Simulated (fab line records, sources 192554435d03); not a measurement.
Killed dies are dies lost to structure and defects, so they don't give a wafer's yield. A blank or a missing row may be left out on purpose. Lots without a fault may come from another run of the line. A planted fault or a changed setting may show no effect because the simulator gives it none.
Which tool did it? | flow n5_finfet | 11 lots, 33 wafers sampled, at 4 steps of a route of 1938

WHAT THE GAUGES READ, wafer by wafer
N5_BEOL_M10_INSPECT_58: inspects for defects (darkfield).
lot  | measured     | on                | raw_defect_count
L173 | day 10 08:56 | defect_inspect-02 | 93 39 63
L174 | day 10 16:28 | defect_inspect-01 | 67 62 68
L176 | day 11 01:15 | defect_inspect-01 | 43 37 33
L175 | day 11 01:55 | defect_inspect-02 | 113 37 87
L178 | day 11 10:34 | defect_inspect-01 | 48 66 60
L179 | day 11 19:09 | defect_inspect-01 | 71 65 62
L182 | day 12 03:37 | defect_inspect-02 | 43 56 41
L181 | day 12 03:54 | defect_inspect-02 | 40 51 67
L185 | day 13 08:23 | defect_inspect-01 | 59 74 61
L190 | day 14 22:14 | defect_inspect-01 | 74 60 82
L191 | day 15 02:22 | defect_inspect-01 | 62 90 66

WHICH TOOL RAN EACH LOT (tool, then ch and the chambers of the sampled wafers, then the start)
lot  | N5_BEOL_M10_VIA_ETCH_34            | N5_BEOL_M10_STRIP_36               | N5_BEOL_M10_CVD_75
L173 | rie_diel-01 ch 0,2, day 10 02:57   | rie_diel-01 ch 0,2, day 10 03:01   | cvd_co-02 ch 0,1,2, day 10 04:34
L174 | rie_diel-01 ch 0,2, day 10 12:01   | rie_diel-01 ch 0,2, day 10 12:04   | cvd_co-01 ch 0,1, day 10 14:44
L176 | rie_diel-06 ch 0,1,2, day 10 20:43 | rie_diel-06 ch 0,1,2, day 10 20:46 | cvd_co-01 ch 0,1, day 10 23:55
L175 | rie_diel-01 ch 0,1,2, day 10 22:54 | rie_diel-01 ch 0,1,2, day 10 22:58 | cvd_co-02 ch 0,1, day 11 00:31
L178 | rie_diel-01 ch 1,3, day 11 07:01   | rie_diel-01 ch 1,3, day 11 07:05   | cvd_co-01 ch 0,1,2, day 11 08:53
L179 | rie_diel-01 ch 1,3, day 11 14:14   | rie_diel-01 ch 1,3, day 11 14:17   | cvd_co-01 ch 0,2, day 11 15:43
L182 | rie_diel-06 ch 0,1,3, day 11 23:48 | rie_diel-06 ch 0,1,3, day 11 23:52 | cvd_co-01 ch 0,1,2, day 12 02:16
L181 | rie_diel-01 ch 0,2, day 12 00:22   | rie_diel-01 ch 0,2, day 12 00:26   | cvd_co-02 ch 1,2, day 12 02:33
L185 | rie_diel-05 ch 0,1,3, day 13 04:02 | rie_diel-05 ch 0,1,3, day 13 04:05 | cvd_co-01 ch 0,1,2, day 13 06:19
L190 | rie_diel-06 ch 0,1, day 14 18:34   | rie_diel-06 ch 0,1, day 14 18:38   | cvd_co-01 ch 0,1, day 14 20:17
L191 | rie_diel-06 ch 2,3, day 14 22:53   | rie_diel-06 ch 2,3, day 14 22:57   | cvd_co-01 ch 0,2, day 15 00:34
- N5_BEOL_M10_VIA_ETCH_34: etches SiCOH lowk in C4F6/O2, target depth 184.5 nm, time 69.2 s.
- N5_BEOL_M10_STRIP_36: strips in N2/H2.
- N5_BEOL_M10_CVD_75: deposits Co from CCTBA/H2, target thk 2 nm, time 138.9 s.

THE ANSWER, worked out from the rows above alone
Rule: what is usual is taken from the lots themselves. Put in order of their means at a reading, lots are off if they are a third of the lots or fewer, leave a main group of 4 or more, and stand apart from it by a gap of 3 or more times the standard deviation of the main group's means; of several such gaps the widest counts. A main group whose means are all the same, to the digits that the tables above print for the reading, isn't used. A lot without any number at a reading at which 4 lots or more have one is off too. The other lots that the step has rows for count as sound.
No lot is off at any reading shown: from this, nothing can be told.

WHAT THE SIMULATOR HAD PUT IN
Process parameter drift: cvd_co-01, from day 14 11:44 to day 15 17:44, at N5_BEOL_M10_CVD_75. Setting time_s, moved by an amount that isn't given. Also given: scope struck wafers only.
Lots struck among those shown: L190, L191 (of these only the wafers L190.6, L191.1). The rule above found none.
